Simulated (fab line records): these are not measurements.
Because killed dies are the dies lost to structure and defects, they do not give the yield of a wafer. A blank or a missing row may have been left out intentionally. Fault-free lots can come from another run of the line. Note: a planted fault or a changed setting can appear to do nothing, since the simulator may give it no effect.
Chamber matching / flow nand harc / 3 sister chambers for NHARC_A_CONTACT_DEP_58 on pecvd-03
The step deposits SiON, target thk 90 nm. 3 wafers are shown with their chamber, then 9 later ones without.

== WAFERS WITH THEIR CHAMBER ==
wafer=L089.1; chamber=2; chamber pressure Torr (Torr)=3.503
wafer=L089.3; chamber=1; chamber pressure Torr (Torr)=3.489
wafer=L089.5; chamber=0; chamber pressure Torr (Torr)=3.485

== WAFERS MISSING THEIR CHAMBER ==
wafer=L092.1; chamber pressure Torr (Torr)=3.509
wafer=L092.5; chamber pressure Torr (Torr)=3.507
wafer=L092.6; chamber pressure Torr (Torr)=3.505
wafer=L093.1; chamber pressure Torr (Torr)=3.501
wafer=L093.3; chamber pressure Torr (Torr)=3.502
wafer=L093.6; chamber pressure Torr (Torr)=3.504
wafer=L097.1; chamber pressure Torr (Torr)=3.493
wafer=L097.5; chamber pressure Torr (Torr)=3.493
wafer=L097.6; chamber pressure Torr (Torr)=3.494

== EACH ONE'S CHAMBER ==
wafer=L092.1; from the rows above=2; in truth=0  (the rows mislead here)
wafer=L092.5; from the rows above=2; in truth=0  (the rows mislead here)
wafer=L092.6; from the rows above=2; in truth=2
wafer=L093.1; from the rows above=2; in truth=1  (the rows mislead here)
wafer=L093.3; from the rows above=2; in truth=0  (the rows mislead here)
wafer=L093.6; from the rows above=2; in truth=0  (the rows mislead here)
wafer=L097.1; from the rows above=can't be placed: 1 or 0 or 2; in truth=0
wafer=L097.5; from the rows above=can't be placed: 1 or 0 or 2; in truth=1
wafer=L097.6; from the rows above=can't be placed: 1 or 2 or 0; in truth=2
Correct placement for 1 of the 9. Not placeable from these rows: 3 (in 3, the candidates include the true chamber). Placed wrongly: 5.
How it was worked out, from the rows above alone: a wafer's distance from a chamber is the root of the sum, over the readings, of the square of ((its reading less the chamber's mean) divided by the reading's scatter). The wafer belongs to the nearest chamber; if the next one is less than 2 further off, it can't be placed. The mean given for a chamber averages the wafers shown for that chamber. The scatter (one wafer shown for each chamber): square how far every hidden wafer sits from the nearest shown wafer, average those squares and take the square root.
